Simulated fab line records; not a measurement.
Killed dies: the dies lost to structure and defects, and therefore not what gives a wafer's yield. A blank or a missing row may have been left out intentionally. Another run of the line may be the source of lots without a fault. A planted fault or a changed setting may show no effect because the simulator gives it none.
Matching of chambers -- flow nand_harc -- 3 sister chambers for NHARC_A_CHANNEL_HOLE_D1_DEP_01 on pecvd-02
The step deposits SiON, target thk 140 nm. 18 wafers are shown with their chamber, then 9 later ones without.

## WAFERS, EACH WITH ITS CHAMBER
wafer,chamber,heater_power_w (W),chamber_pressure_Torr (Torr),rf_fwd_power_W (W)
L075.2,1,698,3.487,350.0
L075.3,2,703,3.498,349.0
L075.6,2,722,3.495,347.8
L076.1,1,787,3.491,349.0
L076.5,0,850,3.495,347.6
L076.6,1,752,3.491,348.9
L078.3,0,781,3.496,348.2
L078.5,0,806,3.499,348.9
L078.6,1,703,3.502,349.3
L079.1,0,852,3.513,348.1
L079.5,2,741,3.503,346.9
L079.6,0,811,3.501,349.4
L081.2,1,828,3.504,348.6
L081.3,2,625,3.488,351.3
L081.4,1,858,3.493,348.4
L082.2,1,851,3.500,350.4
L082.3,2,708,3.495,349.0
L082.5,1,846,3.505,349.0

SIGNATURES, as means of the wafers listed above
reading,chamber 0,chamber 1,chamber 2,scatter within a chamber
heater_power_w,820.00,790.38,699.80,52.9
chamber_pressure_Torr,3.50080,3.49662,3.49580,0.00664
rf_fwd_power_W,348.440,349.200,348.800,1.04
Rule: a wafer lies at a distance from a chamber equal to the root of the sum of squares, over the readings, of (its reading less the chamber's mean, divided by the reading's scatter). The wafer belongs to the nearest chamber; if the next one is less than 2 further off, it can't be placed. How the scatter is found: for the shown wafers, subtract from each reading the mean of its chamber, square and add these, divide the total by (wafers less chambers), then take the root.

## WAFERS MISSING THEIR CHAMBER
wafer,heater_power_w (W),chamber_pressure_Torr (Torr),rf_fwd_power_W (W)
L083.1,682,3.516,347.2
L083.2,812,3.501,348.9
L083.4,888,3.498,345.5
L094.1,832,3.507,348.3
L094.3,708,3.500,346.9
L094.4,623,3.484,347.4
L095.2,884,3.505,347.9
L095.3,729,3.498,347.0
L095.6,888,3.499,348.4

## EACH ONE'S CHAMBER
wafer,from the rows above,in truth
L083.1,can't be placed: 2 or 0 or 1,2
L083.2,can't be placed: 0 or 1 or 2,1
L083.4,can't be placed: 0 or 1 or 2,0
L094.1,can't be placed: 0 or 1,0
L094.3,can't be placed: 2 or 0 or 1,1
L094.4,can't be placed: 2 or 1 or 0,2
L095.2,can't be placed: 0 or 1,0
L095.3,can't be placed: 2 or 0 or 1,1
L095.6,can't be placed: 0 or 1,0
Correctly placed: 0 of 9. These rows do not allow placing 9 (true chamber among the candidates in 9). Number placed wrongly: 0.
